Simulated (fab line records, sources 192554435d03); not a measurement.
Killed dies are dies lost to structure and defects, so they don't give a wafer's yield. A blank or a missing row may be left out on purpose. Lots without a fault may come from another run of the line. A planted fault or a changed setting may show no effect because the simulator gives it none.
Chamber matching | flow n5_finfet | N5_BEOL_M10_ILD_DEP_00 on pecvd-01: 3 sister chambers
The step deposits SiCOH lowk from DEMS/porogen, target thk 308.51 nm, time 58 s. 6 wafers are shown with their chamber, then 9 later ones without.

WAFERS WITH THEIR CHAMBER
wafer  | chamber | showerhead_plenum_p_Torr (Torr) | throttle_valve_pct (%)
L081.2 | 2       | 5.733                           | 13.7
L074.6 | 2       | 5.738                           | 13.5
L082.4 | 1       | 5.714                           | 14.5
L084.1 | 0       | 5.749                           | 14.2
L084.2 | 1       | 5.708                           | 14.3
L084.6 | 0       | 5.775                           | 14.4

WAFERS WITHOUT THEIR CHAMBER
wafer  | showerhead_plenum_p_Torr (Torr) | throttle_valve_pct (%)
L086.1 | 5.739                           | 13.8
L086.3 | 5.755                           | 14.0
L086.6 | 5.767                           | 14.2
L090.1 | 5.717                           | 14.2
L090.4 | 5.732                           | 13.8
L090.5 | 5.760                           | 13.9
L093.1 | 5.766                           | 14.5
L093.2 | 5.727                           | 14.3
L093.4 | 5.735                           | 14.2

WHICH CHAMBER EACH WENT THROUGH
wafer  | from the rows above          | in truth
L086.1 | 2                            | 2
L086.3 | can't be placed: 0 or 2      | 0
L086.6 | 0                            | 0
L090.1 | 1                            | 1
L090.4 | 2                            | 2
L090.5 | can't be placed: 0 or 2      | 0
L093.1 | 0                            | 0
L093.2 | can't be placed: 1 or 0      | 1
L093.4 | can't be placed: 0 or 1 or 2 | 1
Placed correctly: 5 of 9. Can't be placed from these rows: 4 (the true chamber is among the candidates in 4). Placed wrongly: 0.
How it was worked out, from the rows above alone: a wafer's distance from a chamber is the root of the sum, over the readings, of the square of ((its reading less the chamber's mean) divided by the reading's scatter). The wafer belongs to the nearest chamber; if the next one is less than 2 further off, it can't be placed. A chamber's mean is the mean of its shown wafers. The scatter: the root of (the sum of the squares of (reading less its chamber's mean) over the shown wafers, divided by (wafers less chambers)).
